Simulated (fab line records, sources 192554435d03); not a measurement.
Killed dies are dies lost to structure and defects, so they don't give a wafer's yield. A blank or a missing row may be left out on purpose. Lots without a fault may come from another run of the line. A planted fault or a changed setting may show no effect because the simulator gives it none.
Chamber matching | flow n5_finfet | N5_BEOL_M11_PECVD_70 on pecvd-01: 3 sister chambers
The step deposits SiO2 from TEOS/O2, target thk 20 nm, time 22.7 s. 6 wafers are shown with their chamber, then 8 later ones without.

WAFERS WITH THEIR CHAMBER
wafer  | chamber | throttle_valve_pct (%) | showerhead_vpp_V (V)
L079.5 | 1       | 23.3                   | 1246
L087.3 | 0       | 25.1                   | 1376
L086.1 | 0       | 24.9                   | 1385
L086.2 | 2       | 21.8                   | 1426
L086.3 | 2       | 21.8                   | 1451
L090.3 | 1       | 23.4                   | 1257

WAFERS WITHOUT THEIR CHAMBER
wafer  | throttle_valve_pct (%) | showerhead_vpp_V (V)
L090.5 | 23.7                   | 1237
L090.6 | 22.0                   | 1416
L092.2 | 23.7                   | 1237
L092.3 | 25.1                   | 1371
L092.5 | 25.2                   | 1360
L096.3 | 25.7                   | 1372
L096.4 | 22.2                   | 1428
L096.5 | 25.8                   | 1364

WHICH CHAMBER EACH WENT THROUGH
wafer  | from the rows above | in truth
L090.5 | 1                   | 1
L090.6 | 2                   | 2
L092.2 | 1                   | 1
L092.3 | 0                   | 0
L092.5 | 0                   | 0
L096.3 | 0                   | 0
L096.4 | 2                   | 2
L096.5 | 0                   | 0
Placed correctly: 8 of 8. Can't be placed from these rows: 0. Placed wrongly: 0.
How it was worked out, from the rows above alone: a wafer's distance from a chamber is the root of the sum, over the readings, of the square of ((its reading less the chamber's mean) divided by the reading's scatter). The wafer belongs to the nearest chamber; if the next one is less than 2 further off, it can't be placed. A chamber's mean is the mean of its shown wafers. The scatter: the root of (the sum of the squares of (reading less its chamber's mean) over the shown wafers, divided by (wafers less chambers)).
